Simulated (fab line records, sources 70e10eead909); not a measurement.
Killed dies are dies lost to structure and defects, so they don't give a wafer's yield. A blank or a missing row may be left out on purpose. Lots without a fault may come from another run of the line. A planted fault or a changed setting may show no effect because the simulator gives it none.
A struck lot beside a sound one | flow nand_harc | 15 steps out of a route of 1302
Sound: wafers L798.1, L798.2, L798.5. Struck: wafers L809.1, L809.3, L809.4. The cause comes at the end.
At each step with rows: each side's tool, then ch and its chambers, then its first start. Under that, the readings that differ: sound wafers | struck wafers | difference of the means | sigmas: that difference in standard deviations of wafers without a fault.
alike: readings whose means differ by less than 2 such deviations, and words and numbers that are the same on both sides. not compared: withheld readings, readings that some wafer has no value for, bounds like >300 that may hide the same value, and numbers for which the record gives no deviation and whose values overlap.
The two part at a step that has a row with sigmas, a row that says differs or no value, or rows on one side only. Numbers that don't overlap but have no deviation are shown without sigmas and don't part them. A reading that every wafer of one side lacks parts them only if that side has two wafers or more.

NHARC_A_DECK1_JOINT_CMP_02: polishes SiOx.
  sound on cmp-01 ch 0,1, day 15 03:42; struck on cmp-01 ch 0,2,3, day 19 08:22
  alike: edge_zone_pressure_frac, motor_current_A
  not compared: pad_life_wafers
then, 1 step without rows for these wafers: NHARC_A_DECK1_JOINT_SRD_15.
NHARC_A_DECK1_JOINT_DEP_16: deposits SiO2, target thk 45 nm.
  sound on pecvd-04 ch 0,1, day 15 04:04; struck on pecvd-04 ch 0,1, day 19 08:46
  alike: heater_power_w, throttle_valve_pct
NHARC_A_DECK1_JOINT_THK_MEAS_17: measures by ellipsometry.
  sound on film_metro-01, day 15 04:21; struck on film_metro-01, day 19 09:02
  alike: thk_nm
NHARC_A_DECK1_JOINT_INSPECT_05:
  sound on defect_inspect-01, day 15 04:23; struck on defect_inspect-02, day 19 09:05
  alike: raw_defect_count
then, 1 step without rows for these wafers: NHARC_A_ONON_D2_DEP_00 (target thk 1000 nm).
NHARC_A_ONON_D2_THK_MEAS_02: measures by ellipsometry.
  sound on film_metro-01, day 15 04:58; struck on film_metro-01, day 19 09:40
  alike: thk_nm
then, 1 step without rows for these wafers: NHARC_A_ONON_D2_DEP_03 (target thk 1000 nm).
NHARC_A_ONON_D2_THK_MEAS_05: measures by ellipsometry.
  sound on film_metro-02, day 15 05:32; struck on film_metro-01, day 19 10:13
  alike: thk_nm
then, 1 step without rows for these wafers: NHARC_A_ONON_D2_DEP_06 (target thk 1000 nm).
NHARC_A_ONON_D2_THK_MEAS_08: measures by ellipsometry.
  sound on film_metro-02, day 15 06:06; struck on film_metro-01, day 19 10:47
  alike: thk_nm
NHARC_A_ONON_D2_DEP_09: target thk 1000 nm.
  sound on pecvd_onon-02 ch 0, day 15 06:10; struck on pecvd_onon-02 ch 0, day 19 10:51
  alike: n2_flow_sccm, n2o_flow_sccm, nh3_flow_sccm
NHARC_A_ONON_D2_THK_MEAS_11: measures by ellipsometry.
  sound on film_metro-01, day 15 06:40; struck on film_metro-01, day 19 11:21
  reading     | sound       | struck      | difference | sigmas
  thk_nm (nm) | 985 983 984 | 704 704 705 | -280       | -34
then, 1 step without rows for these wafers: NHARC_A_ONON_D2_DEP_12 (target thk 1000 nm).
-- the record jumps here: 12 days lie between the struck wafers' starts before and after (it left off in module A_ONON_D2 and takes up again in module END, whose first step shown is number 1302 of the route) --
NHARC_END_SORT_01:
  the record has rows for the struck wafers here (prober-02 ch 0, day 31 22:12) and none for the sound ones

WHERE THEY PART
First at NHARC_A_ONON_D2_THK_MEAS_11; last, within this record, at NHARC_END_SORT_01.

WHY: what the simulator had put in
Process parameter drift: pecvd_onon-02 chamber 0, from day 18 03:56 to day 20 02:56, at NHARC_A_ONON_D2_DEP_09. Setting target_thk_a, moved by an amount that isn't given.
